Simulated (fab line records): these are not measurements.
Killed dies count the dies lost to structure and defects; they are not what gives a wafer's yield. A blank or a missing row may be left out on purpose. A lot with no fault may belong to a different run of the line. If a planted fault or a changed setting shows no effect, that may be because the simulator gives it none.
Matching of chambers -- flow n5_finfet -- 4 sister chambers for N5_BEOL_M0_SAQP_ETCH_102 on rie_si-04
The step etches SiO2 in CF4, target depth 4 nm, time 4.4 s. 8 wafers are shown with their chamber, then 7 later ones without.

== WAFERS WITH THEIR CHAMBER ==
wafer,chamber,throttle_valve_pct (%),oes_product_au (a.u.)
L495.1,2,22.00,0.996
L495.4,0,21.53,0.931
L496.4,2,22.01,1.002
L501.3,3,21.47,0.998
L501.4,1,21.45,0.994
L501.6,3,21.45,0.995
L502.3,0,21.51,0.942
L502.4,1,21.48,0.990

== WAFERS WITH NO CHAMBER GIVEN ==
wafer,throttle_valve_pct (%),oes_product_au (a.u.)
L502.5,21.52,0.930
L507.1,21.47,1.001
L507.2,22.00,0.998
L507.5,21.48,1.021
L508.4,22.01,0.994
L508.5,21.99,0.991
L508.6,21.47,1.006

== WHICH CHAMBER EACH WENT THROUGH ==
wafer,from the rows above,in truth
L502.5,0,0
L507.1,can't be placed: 3 or 1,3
L507.2,2,2
L507.5,can't be placed: 3 or 1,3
L508.4,2,2
L508.5,2,2
L508.6,can't be placed: 3 or 1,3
Placed correctly: 4 of 7. Can't be placed from these rows: 3 (the true chamber is among the candidates in 3). Number placed wrongly: 0.
How it was worked out, from the rows above alone: a wafer's distance from a chamber is the root of the sum, over the readings, of the square of ((its reading less the chamber's mean) divided by the reading's scatter). The wafer belongs to the nearest chamber; if the next one is less than 2 further off, it can't be placed. The mean given for a chamber averages the wafers shown for that chamber. How the scatter is found: for the shown wafers, subtract from each reading the mean of its chamber, square and add these, divide the total by (wafers less chambers), then take the root.
